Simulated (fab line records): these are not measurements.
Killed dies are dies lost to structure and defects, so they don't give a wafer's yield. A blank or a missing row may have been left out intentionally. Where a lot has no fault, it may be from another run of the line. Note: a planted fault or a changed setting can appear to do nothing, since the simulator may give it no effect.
The same fault as seen by 2 desks | flow n5 finfet | numbers are kept per desk, each desk with only its own; the story behind them comes last

## AT THE TOOL OWNER'S DESK: pecvd-03
The tool's own readings at N5_BEOL_M6_ILD_DEP_00 (deposits SiCOH lowk from DEMS/porogen, target thk 179.75 nm, time 33.4 s): means of the sampled wafers that have a number, for each lot that ran on this tool. Any lot whose mean is over 4 standard deviations away from the usual mean is out of limits and marked OUT; that distance is given in the brackets.
Columns: A = heater power w at N5_BEOL_M6_ILD_DEP_00, usual 295 W; B = showerhead plenum p Torr at N5_BEOL_M6_ILD_DEP_00, usual 5.740 Torr; C = showerhead vpp V at N5_BEOL_M6_ILD_DEP_00, usual 1395 V; D = susceptor temp C at N5_BEOL_M6_ILD_DEP_00, usual 299.96 C; E = throttle valve pct at N5_BEOL_M6_ILD_DEP_00, usual 14.1 %
lot  | first seen here | A   | B     | C    | D      | E
L473 | day 9 02:13     | 299 | 5.739 | 1441 | 299.87 | 13.9
L478 | day 10 05:25    | 274 | 5.738 | 1435 | 299.85 | 14.1
L476 | day 10 07:16    | 298 | 5.738 | 1425 | 299.93 | 14.0
L484 | day 12 18:14    | 292 | 5.736 | 1428 | 300.01 | 14.2
L482 | day 12 18:53    | 300 | 5.737 | 1428 | 299.65 | 14.4
L487 | day 12 22:42    | 325 | 5.735 | 1348 | 299.56 | 13.1
This desk found nothing out of limits on any of the 6 lots.

## FROM THE METROLOGY DESK
What the gauges read for every lot (on any tool): the sampled wafers with a number, averaged. Any lot whose mean is over 4 standard deviations away from the usual mean is out of limits and marked OUT; that distance is given in the brackets.
Columns: A = M6_ILD_THK at N5_BEOL_M6_THK_MEAS_01, usual 155.0 nm
lot  | first seen here | A
L473 | day 9 02:47     | 152.2
L475 | day 9 12:50     | 156.3
L478 | day 10 06:00    | 155.7
L476 | day 10 09:18    | 155.3
L484 | day 12 18:50    | 132.2 (-12) OUT
L482 | day 12 19:29    | 134.0 (-11) OUT
L487 | day 12 23:16    | 132.1 (-12) OUT
L488 | day 13 06:26    | 153.7
L490 | day 14 03:43    | 157.7
L493 | day 14 09:48    | 154.9
L495 | day 15 11:04    | 153.8
This desk reports L482, L484, L487 out of limits; the earliest was L484 at day 12 18:50 (M6_ILD_THK at N5_BEOL_M6_THK_MEAS_01). L473, L475, L478, L476, L488, L490, L493, L495 stayed within limits.

## BROUGHT TOGETHER
On L482, L484, L487, the metrology desk was in a position to raise an alarm at day 12 18:50.
The desk of the tool owner found nothing out of limits.
The tool owner's desk has L482, L484, L487 on record, within its limits.
On pecvd-03, each named lot ran N5_BEOL_M6_ILD_DEP_00.

## WHAT THE SIMULATOR HAD PUT IN
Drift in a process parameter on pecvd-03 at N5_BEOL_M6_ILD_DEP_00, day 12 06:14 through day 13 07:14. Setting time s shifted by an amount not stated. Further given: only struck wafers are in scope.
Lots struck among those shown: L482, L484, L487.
Per desk, hours elapsed from the start of the fault to the first reading out of limits: for the metrology desk, 13.
